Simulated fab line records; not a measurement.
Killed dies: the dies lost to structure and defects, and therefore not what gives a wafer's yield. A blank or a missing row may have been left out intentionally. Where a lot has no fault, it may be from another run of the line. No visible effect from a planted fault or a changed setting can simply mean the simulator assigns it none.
fab line records + flow nand-harc
[record]
- lots = 5
- wafers = 15
- last-day = 33
route steps=1302 shown P_GATE@126 END@1302
lots with no fault: from the same line, run without faults
start-h: start of the lot's first displayed wafer, in hours after the record's first day + wait-h: hours since the lot's step before + " repeats the value in the row above + L1.1+2: a row that stands for several wafers + - no value, or no start given + * or withheld: withheld + < > ~ a bound
route shown NAME@n: NAME is a module with steps in the file, n the number in the route of the first one + usual: mean/standard deviation of fault-free wafers + same: alike in all rows + chamber/n: place in a boat + sites: per-site readings + _std_site: the standard deviation of these + _edge_site: outer sites' mean less inner sites' + radius-mm: for every site, how far away it sits from the centre of the wafer + mask NAME#n: copy n + behind: the tool/chamber that last shaped the wafer + hold: why the lot was held/for how many hours/how that ended + device: the n, p or np transistor that did not switch + end of line: at the end of the route, the tests of the same wafers + a step with no rows: only its recipe + killed: dies that structure and defects cost at the first sort, which is not the same as the wafer's yield + map: a wafer's dies, x killed, . not, _ none there
set.NAME: setting as actually run; set.NAME@STEP: the setting as run at that earlier step + model.NAME: the simulator's own value behind a step, which no gauge read
lots at selected steps of the route; one table per step, one row per wafer
services: when a tool's chamber went out of use (start-h, in hours from the record's first day, below 0 if earlier), for how many hours, and the reason
[[steps]]
[step NHARC_P_GATE_STRIP_15]
[recipe]
- time-s = 780
- temp-c = 130
- chemistry = SPM
[step NHARC_P_GATE_PRECLEAN_71]
[recipe]
- time-s = *
- temp-c = 50
- bath-age-min = 0
- chemistry = SC1
[step NHARC_P_GATE_SRD_72]
[step NHARC_P_GATE_OXIDE_16]
[recipe]
- target-thk-a = 30
- temp-c = 875
- ox-time-s = 392
- material = SiO2
[step NHARC_P_GATE_CVD_17]
[recipe]
- target-thk-a = 1500
- temp-c = 620
- time-s = 900
- material = poly-Si
[step NHARC_P_GATE_HM_DEP_102]
[recipe]
- target-thk-a = 1200
- temp-c = 400
- material = aC
[usual]
- throttle-valve-pct = 35.000/0.009
| lot.wafer | tool       | chamber | start-h | wait-h | throttle-valve-pct |
|-----------|------------|---------|---------|--------|--------------------|
| L805.1    | acl-dep-03 | 0       | 135.72  | 0.4    | 34.986             |
| L805.2    | "          | 0       | "       | "      | 35.008             |
| L805.6    | "          | 0       | "       | "      | 34.988             |
| L807.1    | acl-dep-02 | 0       | 152.34  | 0.4    | 35.000             |
| L807.2    | "          | 0       | "       | "      | 35.015             |
| L807.5    | "          | 0       | "       | "      | 35.003             |
| L817.1    | acl-dep-01 | 0       | 255.25  | 5.3    | 35.003             |
| L817.2    | "          | 0       | "       | "      | 35.003             |
| L817.3    | "          | 0       | "       | "      | 35.001             |
| L818.1    | acl-dep-01 | 0       | 267.54  | 1.9    | 34.984             |
| L818.2    | "          | 0       | "       | "      | 35.006             |
| L818.6    | "          | 0       | "       | "      | 34.994             |
| L823.1    | acl-dep-02 | 0       | 314.71  | 3.1    | 34.993             |
| L823.3    | "          | 0       | "       | "      | 35.012             |
| L823.6    | "          | 0       | "       | "      | 34.993             |
[step NHARC_P_GATE_DEP_103]
[recipe]
- target-thk-a = 300
- target-thk-nm = 30
- temp-c = 400
- flow-sccm = 200
- rf-w = 350
- material = SiON
[usual]
- heater-power-w = 824/110
| lot.wafer | tool     | chamber | start-h | wait-h | heater-power-w |
|-----------|----------|---------|---------|--------|----------------|
| L805.1    | pecvd-04 | 0       | 136.39  | 0.6    | 780            |
| L805.2    | "        | 2       | "       | "      | 1032           |
| L805.6    | "        | 0       | "       | "      | 779            |
| L807.2    | pecvd-04 | 1       | 153.03  | 0.5    | 860            |
| L807.1    | "        | 0       | "       | "      | 767            |
| L807.5    | "        | 2       | "       | "      | 919            |
| L817.3    | pecvd-04 | 1       | 255.92  | 0.3    | 876            |
| L817.2    | "        | 2       | "       | "      | 1028           |
| L817.1    | "        | 0       | "       | "      | 695            |
| L818.1    | pecvd-01 | 2       | 268.24  | 0.6    | 786            |
| L818.2    | "        | 0       | "       | "      | 655            |
| L818.6    | "        | 0       | "       | "      | 670            |
| L823.1    | pecvd-04 | 1       | 315.38  | 0.6    | 867            |
| L823.3    | "        | 0       | "       | "      | 689            |
| L823.6    | "        | 1       | "       | "      | 855            |
[step NHARC_P_GATE_DEHYDRATE_18]
[recipe]
- temp-c = 150
- time-s = 120
[step NHARC_P_GATE_HMDS_19]
[recipe]
- time-s = 30
[step NHARC_P_GATE_COAT_20]
[recipe]
- spin-rpm = 1500
- resist-thk-nm = 90
[step NHARC_P_GATE_SOFTBAKE_21]
[recipe]
- temp-c = 105
- time-s = 55
[step NHARC_P_GATE_EBR_22]
[step NHARC_P_GATE_EXPOSE_23]
[recipe]
- na = 1.35
- target-cd-nm = 120
- dose-mj = 93.91
- mask-id = P_GATE
| lot.wafer  | tool            | chamber | start-h | wait-h | mask        |
|------------|-----------------|---------|---------|--------|-------------|
| L805.1+2+6 | arfi-scanner-03 | 0       | 136.81  | -      | P_GATE#0    |
| L807.1+2+5 | arfi-scanner-03 | 0       | 153.57  | -      | P_GATE_R1#0 |
| L817.1+2+3 | arfi-scanner-02 | 0       | 256.46  | -      | P_GATE#0    |
| L818.1+2+6 | arfi-scanner-02 | 0       | 268.63  | -      | P_GATE#0    |
| L823.1+3+6 | arfi-scanner-01 | 0       | 315.91  | -      | P_GATE#0    |
[step NHARC_P_GATE_PEB_24]
[recipe]
- peb-temp-c = 100
- peb-time-s = 65
[step NHARC_P_GATE_DEVELOP_25]
[recipe]
- develop-time-s = 35
- dev-temp-c = 23
[step NHARC_P_GATE_CD_MEAS_26]
[recipe]
- target-cd-nm = 120
- landing-energy-ev = 500
[usual]
- cd-nm = 119.9/0.52
| lot.wafer | tool      | chamber | start-h | wait-h | hold                     | cd-nm |
|-----------|-----------|---------|---------|--------|--------------------------|-------|
| L805.1    | cd-sem-02 | 0       | 136.95  | -      | -                        | 119.8 |
| L805.2    | "         | 0       | "       | "      | -                        | 119.9 |
| L805.6    | "         | 0       | "       | "      | -                        | 120.0 |
| L807.1    | cd-sem-02 | 0       | 153.71  | -      | await-dispo/0.2h/release | 105.9 |
| L807.2    | "         | 0       | "       | "      | await-dispo/0.2h/release | 106.5 |
| L807.5    | "         | 0       | "       | "      | await-dispo/0.2h/release | 106.6 |
| L807.1    | cd-sem-02 | 0       | -       | -      | -                        | 105.9 |
| L807.2    | "         | 0       | "       | "      | -                        | 106.6 |
| L807.5    | "         | 0       | "       | "      | -                        | 106.4 |
| L817.1    | cd-sem-02 | 0       | 256.60  | -      | -                        | 121.0 |
| L817.2    | "         | 0       | "       | "      | -                        | 119.8 |
| L817.3    | "         | 0       | "       | "      | -                        | 120.5 |
| L818.1    | cd-sem-02 | 0       | 268.77  | -      | -                        | 120.5 |
| L818.2    | "         | 0       | "       | "      | -                        | 119.5 |
| L818.6    | "         | 0       | "       | "      | -                        | 120.3 |
| L823.1    | cd-sem-01 | 0       | 316.05  | -      | -                        | 120.2 |
| L823.3    | "         | 0       | "       | "      | -                        | 120.1 |
| L823.6    | "         | 0       | "       | "      | -                        | 120.3 |
[step NHARC_P_GATE_OVL_MEAS_27]
[usual]
- overlay-x-nm = 0.0/0.72
- overlay-y-nm = -0.2/0.71
| lot.wafer | tool       | chamber | start-h | wait-h | hold                     | overlay-x-nm | overlay-y-nm |
|-----------|------------|---------|---------|--------|--------------------------|--------------|--------------|
| L805.1    | overlay-02 | -       | 137.03  | -      | -                        | 1.0          | -1.0         |
| L805.2    | "          | -       | "       | "      | -                        | 0.7          | -1.3         |
| L805.6    | "          | -       | "       | "      | -                        | 1.2          | -0.9         |
| L807.1    | overlay-01 | -       | 156.68  | -      | await-dispo/2.7h/release | -0.2         | -0.3         |
| L807.2    | "          | -       | "       | "      | await-dispo/2.7h/release | 0.0          | 0.1          |
| L807.5    | "          | -       | "       | "      | await-dispo/2.7h/release | -0.5         | 0.1          |
| L817.1    | overlay-01 | -       | 256.69  | -      | -                        | -0.2         | 0.6          |
| L817.2    | "          | -       | "       | "      | -                        | -0.9         | 0.7          |
| L817.3    | "          | -       | "       | "      | -                        | -0.8         | 0.6          |
| L818.1    | overlay-01 | -       | 268.86  | -      | -                        | -0.2         | 1.5          |
| L818.2    | "          | -       | "       | "      | -                        | -0.1         | 0.4          |
| L818.6    | "          | -       | "       | "      | -                        | -0.1         | 0.6          |
| L823.1    | overlay-02 | -       | 316.14  | -      | -                        | 1.2          | -1.3         |
| L823.3    | "          | -       | "       | "      | -                        | -0.3         | -1.6         |
| L823.6    | "          | -       | "       | "      | -                        | 1.1          | -1.7         |
[step NHARC_P_GATE_INSPECT_28]
[usual]
- raw-defect-count = 7/3.8
| lot.wafer | tool              | chamber | start-h | wait-h | raw-defect-count |
|-----------|-------------------|---------|---------|--------|------------------|
| L805.1    | defect-inspect-01 | -       | 137.07  | 0.0    | 8                |
| L805.2    | "                 | -       | "       | "      | 7                |
| L805.6    | "                 | -       | "       | "      | 3                |
| L807.1    | defect-inspect-01 | -       | 156.72  | 0.0    | 8                |
| L807.2    | "                 | -       | "       | "      | 6                |
| L807.5    | "                 | -       | "       | "      | 9                |
| L817.1    | defect-inspect-02 | -       | 256.73  | 0.0    | 9                |
| L817.2    | "                 | -       | "       | "      | 11               |
| L817.3    | "                 | -       | "       | "      | 8                |
| L818.1    | defect-inspect-01 | -       | 268.91  | 0.1    | 0                |
| L818.2    | "                 | -       | "       | "      | 4                |
| L818.6    | "                 | -       | "       | "      | 3                |
| L823.1    | defect-inspect-01 | -       | 316.18  | 0.0    | 8                |
| L823.3    | "                 | -       | "       | "      | 4                |
| L823.6    | "                 | -       | "       | "      | 3                |
[step NHARC_P_GATE_DESCUM_31]
[recipe]
- time-s = 3
- o2-flow-sccm = 200
- ar-flow-sccm = 0
- bias-power-w = 0
- chemistry = O2
[usual]
- chamber-pressure-mTorr = 60.00/0.052
- drypump-motor-current-A = 5.8/0.48
- oes-product-au = 1.000/0.01
- rf-vpp-V = 57.7/0.93
- showerhead-plenum-p-Torr = 1.89/0.08
- throttle-valve-pct = 11.311/0.009
| lot.wafer | tool        | chamber | start-h | wait-h | chamber-pressure-mTorr | drypump-motor-current-A | oes-product-au | rf-hours-counter-h | rf-vpp-V | showerhead-plenum-p-Torr | throttle-valve-pct | model.P_GATE.cd-nm |
|-----------|-------------|---------|---------|--------|------------------------|-------------------------|----------------|--------------------|----------|--------------------------|--------------------|--------------------|
| L805.1    | rie-diel-02 | 3       | 137.13  | 0.1    | 59.97                  | 5.3                     | 1.007          | 7.0                | 57.8     | 2.01                     | 11.313             | 120.1              |
| L805.2    | "           | 0       | "       | "      | 60.00                  | 5.4                     | 1.012          | 8.2                | 59.5     | 1.86                     | 11.307             | 120.2              |
| L805.6    | "           | 3       | "       | "      | 60.05                  | 5.3                     | 0.998          | -                  | 56.0     | 2.01                     | 11.298             | 120                |
| L807.1    | rie-diel-02 | 2       | 156.79  | 0.1    | 60.00                  | 5.4                     | 0.997          | 6.6                | 56.5     | 1.78                     | 11.316             | 105.1              |
| L807.2    | "           | 0       | "       | "      | 60.03                  | 5.4                     | 1.003          | 9.0                | 58.6     | 1.86                     | 11.305             | 107.3              |
| L807.5    | "           | 1       | "       | "      | 60.07                  | 6.3                     | 1.003          | -                  | 59.5     | 1.85                     | 11.317             | 106.6              |
| L817.1    | rie-diel-02 | 0       | 256.80  | 0.1    | 60.02                  | 5.4                     | 1.005          | 1.2                | 58.4     | 1.86                     | 11.304             | 120.6              |
| L817.2    | "           | 1       | "       | "      | 59.98                  | 6.3                     | 1.004          | 1.2                | 58.0     | 1.85                     | 11.315             | 118.7              |
| L817.3    | "           | 2       | "       | "      | 59.96                  | 5.4                     | 1.003          | 1.6                | 55.7     | 1.78                     | 11.315             | 120                |
| L818.1    | rie-diel-02 | 0       | 268.98  | 0.1    | 59.93                  | 5.4                     | 1.008          | 1.4                | 57.1     | 1.86                     | 11.307             | 120.4              |
| L818.2    | "           | 1       | "       | "      | 60.10                  | 6.3                     | 0.989          | 1.3                | 56.8     | 1.85                     | 11.326             | 118.8              |
| L818.6    | "           | 0       | "       | "      | 59.95                  | 5.4                     | 1.003          | -                  | 56.7     | 1.86                     | 11.321             | 120.5              |
| L823.3    | rie-diel-02 | 2       | 316.25  | 0.1    | 60.09                  | 5.4                     | 0.999          | 4.4                | 57.4     | 1.78                     | 11.295             | 119.8              |
| L823.1    | "           | 3       | "       | "      | 59.99                  | 5.3                     | 1.010          | 4.0                | 57.8     | 2.01                     | 11.295             | 120                |
| L823.6    | "           | 1       | "       | "      | 60.07                  | 6.3                     | 0.993          | -                  | 57.1     | 1.85                     | 11.299             | 119.4              |
[step NHARC_P_GATE_ETCH_104]
[recipe]
- target-depth-a = 600
- time-s = withheld
- cf4-flow-sccm = 100
- chf3-flow-sccm = 30
- ar-flow-sccm = 0
- rf-w = 500
- bias-w = 200
- chemistry = CF4/CHF3
[usual]
- cf4-flow-sccm = 100.02/0.24
- chamber-pressure-mTorr = 25.003/0.023
- drypump-motor-current-A = 5.8/0.47
- oes-product-au = 0.954/0.022
- rf-vpp-V = 369.9/2.4
- showerhead-plenum-p-Torr = 1.55/0.063
- throttle-valve-pct = 16.804/0.0086
| lot.wafer | tool        | chamber | start-h | wait-h | cf4-flow-sccm | chamber-pressure-mTorr | drypump-motor-current-A | oes-product-au | rf-vpp-V | showerhead-plenum-p-Torr | throttle-valve-pct |
|-----------|-------------|---------|---------|--------|---------------|------------------------|-------------------------|----------------|----------|--------------------------|--------------------|
| L805.2    | rie-diel-02 | 2       | 137.23  | 0.1    | 99.75         | 25.036                 | 5.4                     | 0.960          | 368.6    | 1.47                     | 16.822             |
| L805.1    | "           | 3       | "       | "      | 99.77         | 24.997                 | 5.3                     | 0.949          | 372.4    | 1.65                     | 16.809             |
| L805.6    | "           | 1       | "       | "      | 99.73         | 25.004                 | 6.3                     | 0.972          | 367.5    | 1.53                     | 16.812             |
| L807.1    | rie-diel-02 | 2       | 156.87  | 0.1    | 100.20        | 24.983                 | 5.4                     | 0.916          | 367.4    | 1.47                     | 16.811             |
| L807.2    | "           | 1       | "       | "      | 99.90         | 24.988                 | 6.3                     | 0.926          | 368.7    | 1.53                     | 16.804             |
| L807.5    | "           | 3       | "       | "      | 99.81         | 25.005                 | 5.3                     | 0.925          | 373.4    | 1.65                     | 16.803             |
| L817.1    | rie-diel-02 | 2       | 256.88  | 0.1    | 99.92         | 24.999                 | 5.4                     | 0.962          | 365.5    | 1.47                     | 16.816             |
| L817.3    | "           | 3       | "       | "      | 100.55        | 24.998                 | 5.2                     | 0.962          | 373.0    | 1.65                     | 16.809             |
| L817.2    | "           | 0       | "       | "      | 100.55        | 25.010                 | 5.4                     | 0.945          | 369.0    | 1.53                     | 16.815             |
| L818.1    | rie-diel-02 | 3       | 269.06  | 0.1    | 99.97         | 25.021                 | 5.3                     | 0.934          | 373.9    | 1.65                     | 16.797             |
| L818.2    | "           | 1       | "       | "      | 99.96         | 25.004                 | 6.3                     | 0.916          | 368.2    | 1.53                     | 16.803             |
| L818.6    | "           | 3       | "       | "      | 99.77         | 24.995                 | 5.3                     | 0.940          | 373.8    | 1.65                     | 16.802             |
| L823.3    | rie-diel-02 | 3       | 316.33  | 0.1    | 100.21        | 25.051                 | 5.3                     | 0.937          | 373.0    | 1.65                     | 16.809             |
| L823.1    | "           | 2       | "       | "      | 100.00        | 24.965                 | 5.4                     | 0.926          | 368.5    | 1.47                     | 16.793             |
| L823.6    | "           | 3       | "       | "      | 100.19        | 25.004                 | 5.3                     | 0.934          | 373.6    | 1.65                     | 16.819             |
[step NHARC_P_GATE_HM_OPEN_105]
[recipe]
- target-depth-a = 3600
- o2-flow-sccm = 400
- cos-flow-sccm = 20
- ar-flow-sccm = 0
- rf-w = 500
- bias-w = 300
- chemistry = O2/COS
[step NHARC_P_GATE_STRIP_106]
[recipe]
- o2-flow-sccm = 400
- cos-flow-sccm = 20
- ar-flow-sccm = 0
- bias-w = 0
- chemistry = O2/COS
[step NHARC_P_GATE_ETCH_114]
[recipe]
- target-depth-a = 300
- overetch-a = 30
- time-s = 16.5
- ion-energy-ev = 100
- cf4-flow-sccm = 80
- o2-flow-sccm = 20
- ar-flow-sccm = 0
- rf-w = 300
- bias-w = 100
- chemistry = CF4/O2
[usual]
- cf4-flow-sccm = 80.03/0.28
- chamber-pressure-mTorr = 29.996/0.029
- drypump-motor-current-A = 5.8/0.47
- oes-product-au = 1.002/0.0097
- rf-vpp-V = 197.5/1.4
- showerhead-plenum-p-Torr = 1.32/0.054
- throttle-valve-pct = 13.397/0.0093
| lot.wafer | tool        | chamber | start-h | wait-h | cf4-flow-sccm | chamber-pressure-mTorr | drypump-motor-current-A | oes-product-au | rf-hours-counter-h | rf-vpp-V | showerhead-plenum-p-Torr | throttle-valve-pct |
|-----------|-------------|---------|---------|--------|---------------|------------------------|-------------------------|----------------|--------------------|----------|--------------------------|--------------------|
| L805.2    | rie-diel-02 | 3       | -       | -      | 80.37         | 30.046                 | 5.3                     | 1.002          | 7.0                | 198.8    | 1.40                     | 13.410             |
| L805.1    | "           | 0       | "       | "      | 80.19         | 29.990                 | 5.4                     | 1.009          | 8.3                | 196.5    | 1.30                     | 13.389             |
| L805.6    | "           | 3       | "       | "      | 80.65         | 30.008                 | 5.3                     | 0.999          | -                  | 199.5    | 1.40                     | 13.392             |
| L807.2    | rie-diel-02 | 2       | -       | -      | 79.82         | 30.007                 | 5.4                     | 0.999          | 6.6                | 195.4    | 1.24                     | 13.385             |
| L807.1    | "           | 0       | "       | "      | 80.43         | 29.979                 | 5.4                     | 1.013          | 9.0                | 196.9    | 1.30                     | 13.396             |
| L807.5    | "           | 3       | "       | "      | 80.27         | 30.003                 | 5.2                     | 1.007          | -                  | 198.2    | 1.40                     | 13.389             |
| L817.3    | rie-diel-02 | 3       | -       | -      | 80.18         | 29.982                 | 5.3                     | 1.018          | 1.6                | 200.1    | 1.40                     | 13.393             |
| L817.1    | "           | 0       | "       | "      | 80.38         | 29.975                 | 5.4                     | 1.002          | 1.3                | 197.5    | 1.30                     | 13.404             |
| L817.2    | "           | 1       | "       | "      | 80.07         | 29.992                 | 6.3                     | 0.993          | 1.2                | 196.0    | 1.29                     | 13.403             |
| L818.1    | rie-diel-02 | 1       | -       | -      | 80.27         | 29.994                 | 6.3                     | 0.994          | 1.4                | 197.9    | 1.29                     | 13.395             |
| L818.2    | "           | 2       | "       | "      | 79.97         | 30.015                 | 5.4                     | 1.005          | 1.8                | 194.6    | 1.24                     | 13.399             |
| L818.6    | "           | 3       | "       | "      | 80.42         | 29.988                 | 5.3                     | 1.017          | -                  | 199.7    | 1.40                     | 13.405             |
| L823.3    | rie-diel-02 | 3       | -       | -      | 80.29         | 30.021                 | 5.3                     | 1.015          | 4.0                | 199.0    | 1.40                     | 13.396             |
| L823.1    | "           | 2       | "       | "      | 80.31         | 30.036                 | 5.4                     | 0.998          | 4.5                | 196.0    | 1.24                     | 13.404             |
| L823.6    | "           | 3       | "       | "      | 80.37         | 30.016                 | 5.3                     | 1.008          | -                  | 198.6    | 1.40                     | 13.400             |
[step NHARC_P_GATE_ETCH_32]
[recipe]
- target-depth-a = 1500
- over-etch-frac = 1
- over-etch-ion-energy-ev = 40
- time-s = 100.1
- hbr-flow-sccm = 150
- cl2-flow-sccm = 50
- rf-w = 400
- icp-w = 400
- bias-w = 100
- chemistry = HBr/Cl2
[usual]
- chamber-pressure-mTorr = 15.001/0.014
- drypump-motor-current-A = 5.7/0.42
- he-backside-leak-sccm = 2.6/0.31
- oes-product-au = 1.001/0.012
- throttle-valve-pct = 26.406/0.0088
| lot.wafer | tool      | chamber | start-h | wait-h | chamber-pressure-mTorr | drypump-motor-current-A | he-backside-leak-sccm | oes-product-au | rf-hours-counter-h | throttle-valve-pct | model.P_GATE.cd-nm |
|-----------|-----------|---------|---------|--------|------------------------|-------------------------|-----------------------|----------------|--------------------|--------------------|--------------------|
| L805.2    | rie-si-05 | 1       | 137.61  | -      | 15.023                 | 5.6                     | 2.6                   | 1.009          | 0.0                | 26.399             | 115                |
| L805.1    | "         | 2       | "       | "      | 14.995                 | 5.6                     | 2.7                   | 0.992          | 0.0                | 26.388             | 117.6              |
| L805.6    | "         | 0       | "       | "      | 15.011                 | 6.4                     | 2.3                   | 1.020          | -                  | 26.399             | 116.2              |
| L807.2    | rie-si-03 | 3       | 157.28  | -      | 15.000                 | 6.2                     | 2.9                   | 1.014          | 0.5                | 26.389             | 115.5              |
| L807.1    | "         | 2       | "       | "      | 15.033                 | 5.5                     | 2.8                   | 1.000          | 0.5                | 26.397             | 106                |
| L807.5    | "         | 3       | "       | "      | 15.006                 | 6.2                     | 2.9                   | 1.013          | -                  | 26.406             | 109.4              |
| L817.2    | rie-si-05 | 2       | 257.25  | -      | 14.985                 | 5.6                     | 2.9                   | 0.981          | 0.7                | 26.416             | 120.5              |
| L817.3    | "         | 0       | "       | "      | 15.013                 | 6.4                     | 2.3                   | 1.002          | 0.9                | 26.414             | 121.3              |
| L817.1    | "         | 1       | "       | "      | 15.003                 | 5.6                     | 2.6                   | 0.998          | 0.8                | 26.419             | 121.7              |
| L818.2    | rie-si-03 | 1       | 269.43  | -      | 15.016                 | 5.8                     | 2.9                   | 1.012          | 0.2                | 26.414             | 119.5              |
| L818.1    | "         | 0       | "       | "      | 15.004                 | 5.0                     | 2.3                   | 1.009          | 0.2                | 26.396             | 120.4              |
| L818.6    | "         | 2       | "       | "      | 14.990                 | 5.4                     | 2.9                   | 1.018          | -                  | 26.414             | 121.8              |
| L823.1    | rie-si-05 | 2       | 316.70  | -      | 14.998                 | 5.6                     | 3.0                   | 0.998          | 0.0                | 26.394             | 123                |
| L823.3    | "         | 1       | "       | "      | 14.994                 | 5.6                     | 2.6                   | 0.992          | 0.0                | 26.416             | 121                |
| L823.6    | "         | 2       | "       | "      | 14.979                 | 5.6                     | 2.9                   | 1.003          | -                  | 26.397             | 122.7              |
[step NHARC_P_GATE_STRIP_108]
[recipe]
- o2-flow-sccm = 500
- ar-flow-sccm = 0
- bias-w = 0
- chemistry = O2
[usual]
- chamber-pressure-mTorr = 60.01/0.057
- drypump-motor-current-A = 5.8/0.48
- oes-product-au = 0.998/0.0096
- rf-vpp-V = 57.9/0.77
- showerhead-plenum-p-Torr = 3.48/0.14
- throttle-valve-pct = 17.037/0.0082
| lot.wafer | tool        | chamber | start-h | wait-h | chamber-pressure-mTorr | drypump-motor-current-A | oes-product-au | rf-hours-counter-h | rf-vpp-V | showerhead-plenum-p-Torr | throttle-valve-pct |
|-----------|-------------|---------|---------|--------|------------------------|-------------------------|----------------|--------------------|----------|--------------------------|--------------------|
| L805.2    | rie-diel-01 | 0       | 137.77  | -      | 59.95                  | 6.4                     | 0.995          | 2                  | 57.4     | 3.60                     | 17.037             |
| L805.1    | "           | 2       | "       | "      | 60.04                  | 4.9                     | 1.002          | 2                  | 58.2     | 3.50                     | 17.046             |
| L805.6    | "           | 3       | "       | "      | 60.03                  | 5.8                     | 0.993          | -                  | 57.7     | 3.56                     | 17.041             |
| L807.2    | rie-diel-09 | 1       | 157.45  | -      | 60.09                  | 6.4                     | 0.988          | 0                  | 59.3     | 3.72                     | 17.035             |
| L807.1    | "           | 2       | "       | "      | 59.98                  | 6.1                     | 0.997          | 0                  | 58.8     | 3.32                     | 17.033             |
| L807.5    | "           | 1       | "       | "      | 60.00                  | 6.4                     | 0.987          | -                  | 58.2     | 3.72                     | 17.033             |
| L817.1    | rie-diel-02 | 0       | 257.41  | -      | 60.03                  | 5.4                     | 1.004          | 1                  | 57.7     | 3.44                     | 17.028             |
| L817.2    | "           | 2       | "       | "      | 60.12                  | 5.4                     | 1.004          | 2                  | 59.7     | 3.29                     | 17.033             |
| L817.3    | "           | 3       | "       | "      | 60.00                  | 5.3                     | 1.016          | 2                  | 58.6     | 3.69                     | 17.042             |
| L818.2    | rie-diel-09 | 2       | 269.63  | -      | 60.03                  | 6.1                     | 1.015          | 6                  | 56.5     | 3.32                     | 17.046             |
| L818.1    | "           | 3       | "       | "      | 60.08                  | 6.3                     | 1.018          | 6                  | 58.0     | 3.31                     | 17.020             |
| L818.6    | "           | 1       | "       | "      | 60.10                  | 6.3                     | 1.000          | -                  | 57.7     | 3.72                     | 17.050             |
| L823.3    | rie-diel-02 | 1       | 316.86  | -      | 60.03                  | 6.3                     | 1.016          | 4                  | 57.7     | 3.42                     | 17.036             |
| L823.1    | "           | 3       | "       | "      | 60.01                  | 5.3                     | 1.019          | 4                  | 58.2     | 3.69                     | 17.032             |
| L823.6    | "           | 1       | "       | "      | 60.02                  | 6.3                     | 1.006          | -                  | 57.3     | 3.42                     | 17.032             |
[step NHARC_END_SORT_01]
[recipe]
- temp-c = 25
[usual]
- killed-at-array = 53/20
- killed-at-other = 1/1.2
- killed-at-periphery = 3.7/2.6
- killed-dies = 58/20
- killed-open = 3.5/1.8
- killed-short = 2.4/1.7
[same]
- gross-dies = 677
| lot.wafer | tool      | chamber | start-h | wait-h | killed-at-array | killed-at-other | killed-at-periphery | killed-dies | killed-open | killed-short |
|-----------|-----------|---------|---------|--------|-----------------|-----------------|---------------------|-------------|-------------|--------------|
| L807.1    | prober-02 | 0       | 683.70  | 2.5    | 42              | 0               | 19                  | 61          | 5           | 2            |
| L807.2    | prober-02 | 0       | 684.50  | 2.8    | 21              | 2               | 0                   | 23          | 2           | 2            |
| L807.5    | prober-02 | 0       | 686.88  | 3.7    | 32              | 1               | 7                   | 40          | 1           | 2            |
// killed by level:class
L807.1 P_GATE:area-expose=16 A_CHANNEL_HOLE_D2:chamber-film-flake=15 A_STAIRCASE:chamber-film-flake=9 A_CHANNEL_HOLE_D1:chamber-film-flake=4 A_CONTACT:chamber-film-flake=3 A_M0:geometric-particle:open=2 A_SLIT:chamber-film-flake=2 A_WL_FILL:chamber-film-flake=2
L807.2 A_STAIRCASE:chamber-film-flake=9 A_CHANNEL_HOLE_D2:chamber-film-flake=4 A_CHANNEL_HOLE_D1:chamber-film-flake=2 THIN_TSV:chamber-film-flake=2 A_CHANNEL_FILL_D1:geometric-particle:short=1 A_SGD_CUT:geometric-particle:short=1 A_CONTACT:geometric-particle:open=1 A_M1:geometric-particle:open=1
L807.5 A_CHANNEL_HOLE_D2:chamber-film-flake=12 A_STAIRCASE:chamber-film-flake=11 A_CHANNEL_HOLE_D1:chamber-film-flake=3 P_GATE:area-expose=3 P_GATE:chamber-film-flake=2 A_WL_FILL:chamber-film-flake=2 A_CONTACT:chamber-film-flake=2 P_M0:geometric-particle:open=1
[[services]]
| tool            | chamber | start-h | hours | kind   |
|-----------------|---------|---------|-------|--------|
| arfi-scanner-01 | -       | 113.75  | 2.8   | repair |
| rie-diel-09     | 0       | 118.59  | 10.0  | repair |
| rie-si-03       | 0       | 119.59  | 8.3   | repair |
| acl-dep-03      | -       | 120.11  | 13.0  | pm     |
| rie-si-05       | -       | 128.00  | 9.0   | pm     |
| rie-diel-09     | 0       | 129.41  | 5.3   | repair |
| pecvd-01        | -       | 130.05  | 13.0  | pm     |
| arfi-scanner-02 | -       | 140.00  | 4.0   | pm     |
| rie-diel-09     | -       | 143.10  | 9.0   | pm     |
| pecvd-04        | -       | 170.94  | 0.5   | repair |
| arfi-scanner-02 | -       | 173.40  | 2.2   | repair |
| acl-dep-01      | -       | 190.29  | 13.0  | pm     |
| arfi-scanner-03 | -       | 196.00  | 4.0   | pm     |
| rie-diel-01     | -       | 203.99  | 9.0   | pm     |
| rie-diel-02     | -       | 216.70  | 9.0   | pm     |
| rie-si-03       | -       | 221.00  | 9.0   | pm     |
| arfi-scanner-03 | -       | 231.04  | 0.8   | repair |
| acl-dep-02      | -       | 242.82  | 13.0  | pm     |
| rie-si-05       | 0       | 261.24  | 12.0  | repair |
| pecvd-04        | -       | 269.15  | 13.0  | pm     |
| acl-dep-02      | -       | 296.29  | 0.6   | repair |
| rie-si-05       | -       | 305.00  | 9.0   | pm     |
| arfi-scanner-02 | -       | 312.00  | 4.0   | pm     |
| rie-si-03       | 1       | 314.46  | 10.6  | repair |
[[key]]
[first-sign]
- step = NHARC_P_GATE_EXPOSE_23
- reading = mask
- direction = changed
[effect]
- step = NHARC_P_GATE_CD_MEAS_26
- reading = visit
- direction = added
[effect]
- step = NHARC_P_GATE_CD_MEAS_26
- reading = cd-nm
- direction = down
- sigmas = 26
- usual = 119.9
- struck = 106.4
[model-effect]
- step = NHARC_P_GATE_DESCUM_31
- value = P_GATE.cd-nm
- without = 119.7
- struck = 106.3
[model-effect]
- step = NHARC_P_GATE_ETCH_32
- value = P_GATE.cd-nm
- without = 123.5
- struck = 110.3
met-at NHARC_P_GATE_EXPOSE_23
struck-wafers L807.1,L807.2,L807.5
tester-left-out L807
onset-between 136.81 153.57
[fault]
- kind = wrong-mask
- tool = any
- chamber = -
- onset-h = 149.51
- steps = NHARC_P_GATE_EXPOSE_23
- aux-copy = P_GATE_R1#0
- cd-offset-nm = -13.375
- scope = struck-lots-only
// tester-left-out: of these lots the tester's yield and bins aren't shown, on N5 and GAA mostly nor the transistor test; their killed dies are dies lost to structure and defects alone, not to doping, threshold or leakage, so they don't give the yield
